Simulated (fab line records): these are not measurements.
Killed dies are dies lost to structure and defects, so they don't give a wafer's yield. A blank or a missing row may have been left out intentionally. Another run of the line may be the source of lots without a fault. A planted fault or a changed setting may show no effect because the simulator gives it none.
Lot-split experiment    flow n5Finfet    7 lots, 39 wafers read, on a route of 1938 steps

== ABOUT THE SPLIT ==
At N5_FIN_CUT_CUT_ETCH_15 (etches Si in HBr/Cl2/O2, target depth 100 nm, bt time 10 s, time 42.4 s), the setting timeS was moved away from the recipe's 42.4 s on 12 of the 39 wafers read, by -17.7% to +21.1%. All remaining wafers had this setting at the recipe value.

Reading taken at the split's own step.

== THE READING ==
SOC_of_FIN_CUT_COAT_18.thkNm (the simulator's own value, which no gauge read), in nm, at N5_FIN_CUT_CUT_ETCH_15 (etches Si in HBr/Cl2/O2, target depth 100 nm, bt time 10 s, time 42.4 s). The file gives no usual value for it. The 27 wafers here that ran the recipe average 170.2 nm, standard deviation 1.3 nm.

wafer   tool, chamber at the split  timeS as run, s  against the recipe  SOC_of_FIN_CUT_COAT_18.thkNm, nm  against lot-mates on the recipe
L074.1  rieSi-02, 1                 42.4             recipe              173.4                             -
L074.2  rieSi-02, 2                 42.4             recipe              171                               -
L074.3  rieSi-02, 3                 42.4             recipe              169.6                             -
L074.4  rieSi-02, 0                 42.4             recipe              170.6                             -
L074.5  rieSi-02, 2                 42.4             recipe              172.6                             -
L074.6  rieSi-02, 3                 42.4             recipe              169.6                             -
L075.1  rieSi-05, 2                 48.6             +14.6%              165.8                             -4.3
L075.2  rieSi-05, 1                 42.4             recipe              169.2                             -
L075.3  rieSi-05, 0                 48.6             +14.6%              164.8                             -5.3
L075.4  rieSi-05, 0                 42.4             recipe              171.6                             -
L075.5  rieSi-05, 1                 42.4             recipe              169.6                             -
L075.6  rieSi-05, 2                 48.6             +14.6%              164.8                             -5.3
L078.1  rieSi-05, 2                 42.4             recipe              171.2                             -
L078.2  rieSi-05, 1                 42.4             recipe              168.2                             -
L078.3  rieSi-05, 2                 51.35            +21.1%              162.6                             -7.1
L078.4  rieSi-05, 1                 42.4             recipe              169.6                             -
L078.5  rieSi-05, 2                 51.35            +21.1%              162                               -7.7
L078.6  rieSi-05, 1                 51.35            +21.1%              161.6                             -8.1
L089.1  rieSi-05, 2                 42.4             recipe              170.6                             -
L089.2  rieSi-05, 1                 42.4             recipe              168.6                             -
L089.3  rieSi-05, 3                 42.4             recipe              168.8                             -
L089.4  rieSi-05, 0                 42.4             recipe              169.2                             -
L089.5  rieSi-05, 3                 42.4             recipe              168.6                             -
L089.6  rieSi-05, 2                 42.4             recipe              170.8                             -
L093.1  rieSi-04, 0                 49.27            +16.2%              165.8                             -4.7
L093.2  rieSi-04, 1                 49.27            +16.2%              164.8                             -5.7
L093.3  rieSi-04, 2                 49.27            +16.2%              163.4                             -7.1
L093.4  rieSi-04, 3                 42.4             recipe              170.2                             -
L093.5  rieSi-04, 1                 42.4             recipe              169.6                             -
L093.6  rieSi-04, 0                 42.4             recipe              171.6                             -
L094.1  rieSi-04, 0                 42.4             recipe              172.6                             -
L094.2  rieSi-04, 3                 42.4             recipe              170.2                             -
L094.3  rieSi-04, 1                 34.88            -17.7%              177.2                             +6.5
L094.4  rieSi-04, 2                 34.88            -17.7%              177.6                             +6.9
L094.5  rieSi-04, 0                 34.88            -17.7%              179                               +8.3
L094.6  rieSi-04, 1                 42.4             recipe              169.4                             -
L096.1  rieSi-05, 3                 42.4             recipe              170.6                             -
L096.2  rieSi-05, 1                 42.4             recipe              169.2                             -
L096.5  rieSi-05, 1                 42.4             recipe              169.6                             -

THE FIT
A straight line over all 39 wafers: SOC_of_FIN_CUT_COAT_18.thkNm changes by -0.387 nm for each +1% of timeS; r = -0.95; the points scatter about the line by 1.2 nm.
The same after taking each lot's own level away (the mean of its wafers on the recipe; 39 wafers): -0.371 nm for each +1%; r = -0.96; scatter 1.1 nm.
According to that fit, moving timeS by its largest amount changes the reading by 7.8 nm.
From 169.43 to 171.13 nm: that is the span of the lots' own levels, equal to 1.3 times the standard deviation above.
The two slopes are in agreement: the lot-to-lot level therefore moves the slope only a little.
Check: for one of the wafers moved furthest among these (+21.1%), held out of the fit, the line's prediction against its lot-mates is -7.82 nm. It came out at -7.07 nm against them.

== THE WHOLE CHAIN: every reading that the file lists as answering this split, in the file's order ==
step                    what it does                                                             reading                                                                        change (the file's fit)                r (the file's)
N5_FIN_CUT_CUT_ETCH_15  etches Si in HBr/Cl2/O2, target depth 100 nm, bt time 10 s, time 42.4 s  etch.depthNm (the simulator's own value, which no gauge read)                  +0.97 nm for each +1% of the setting   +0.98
N5_FIN_CUT_CUT_ETCH_15  etches Si in HBr/Cl2/O2, target depth 100 nm, bt time 10 s, time 42.4 s  FIN_CUT.featureDepthNm (the simulator's own value, which no gauge read)        +0.97 nm for each +1% of the setting   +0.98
N5_FIN_CUT_CUT_ETCH_15  etches Si in HBr/Cl2/O2, target depth 100 nm, bt time 10 s, time 42.4 s  SOC_of_FIN_CUT_COAT_18.thkNm (the simulator's own value, which no gauge read)  -0.368 nm for each +1% of the setting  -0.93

== THE FILE'S OWN FIT ==
SOC_of_FIN_CUT_COAT_18.thkNm changes by -0.368 nm for each +1% of timeS, r = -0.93.
